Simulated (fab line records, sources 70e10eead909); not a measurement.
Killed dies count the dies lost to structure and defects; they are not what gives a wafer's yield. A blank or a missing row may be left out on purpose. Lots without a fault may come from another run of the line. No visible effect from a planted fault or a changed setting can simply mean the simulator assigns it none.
Comparing a struck lot with a sound one ; flow nand_harc ; 14 out of 1302 route steps
Sound: the wafers L104.2, L104.3, L104.4. Struck: wafers L120.2, L120.3, L120.5. At the end, the cause is stated.
At each step with rows: each side's tool, then ch and its chambers, then its first start. Under that, the readings that differ: sound wafers ; struck wafers ; difference of the means ; sigmas: that difference in standard deviations of wafers without a fault.
alike: a reading whose means differ by less than 2 such deviations, as well as words and numbers matching on both sides. not compared: withheld readings; readings where some wafer has no value; bounds like >300 that might hide an equal value; numbers whose values overlap and for which the record gives no deviation.
Wherever a step has rows on one side only, a row that says differs or no value, or a row with sigmas, the two part there. Numbers that don't overlap but have no deviation are shown without sigmas and don't part them. A reading missing from all wafers of one side parts the sides only when that side holds two or more wafers.

NHARC_A_ONON_D2_THK_MEAS_02: measures by ellipsometry.
  sound on film_metro-02 at day 14 08:13; struck on film_metro-01 at day 21 06:36
  alike: thk_nm
after that, 1 step with no rows for these wafers: NHARC_A_ONON_D2_DEP_03 (target thk 1000 nm).
NHARC_A_ONON_D2_THK_MEAS_05: measures by ellipsometry.
  sound on film_metro-01 at day 14 08:47; struck on film_metro-01 at day 21 07:10
  alike: thk_nm
after that, 1 step with no rows for these wafers: NHARC_A_ONON_D2_DEP_06 (target thk 1000 nm).
NHARC_A_ONON_D2_THK_MEAS_08: measures by ellipsometry.
  sound on film_metro-01 at day 14 09:21; struck on film_metro-02 at day 21 07:44
  alike: thk_nm
after that, 1 step with no rows for these wafers: NHARC_A_ONON_D2_DEP_09 (target thk 1000 nm).
NHARC_A_ONON_D2_THK_MEAS_11: measures by ellipsometry.
  sound on film_metro-02 at day 14 09:55; struck on film_metro-01 at day 21 08:18
  alike: thk_nm
after that, 1 step with no rows for these wafers: NHARC_A_ONON_D2_DEP_12 (target thk 1000 nm).
NHARC_A_ONON_D2_THK_MEAS_14: measures by ellipsometry.
  sound on film_metro-02 at day 14 10:29; struck on film_metro-02 at day 21 08:52
  alike: thk_nm
then, 2 steps without rows for these wafers: NHARC_A_ONON_D2_ANNEAL_15 (time 3600 s); NHARC_A_ONON_D2_DEP_16 (target thk 1000 nm).
NHARC_A_ONON_D2_THK_MEAS_18: measures by ellipsometry.
  sound on film_metro-01 at day 14 18:01; struck on film_metro-01 at day 21 16:16
  alike: thk_nm
NHARC_A_ONON_D2_DEP_19: target thk 1000 nm.
  sound on pecvd_onon-03 ch 0, day 14 18:08; struck on pecvd_onon-03, day 21 16:23
  no value came back on the struck wafers for n2_flow_sccm (sccm), n2o_flow_sccm (sccm); on the sound wafers n2_flow_sccm (sccm) reads 2741 2763 2758
-- break in the record here, with 11 days between the starts of the struck wafers on either side (left off in module A_ONON_D2, picked up again in module END, where the first step shown is number 1302 on the route) --
NHARC_END_SORT_01:
  here the record holds rows for the struck wafers (prober-02 ch 0, day 33 03:28) but none for the sound ones

## WHERE THEY PART
Earliest at NHARC_A_ONON_D2_DEP_19; latest, in this record, at NHARC_END_SORT_01.

WHY: the cause the simulator had injected
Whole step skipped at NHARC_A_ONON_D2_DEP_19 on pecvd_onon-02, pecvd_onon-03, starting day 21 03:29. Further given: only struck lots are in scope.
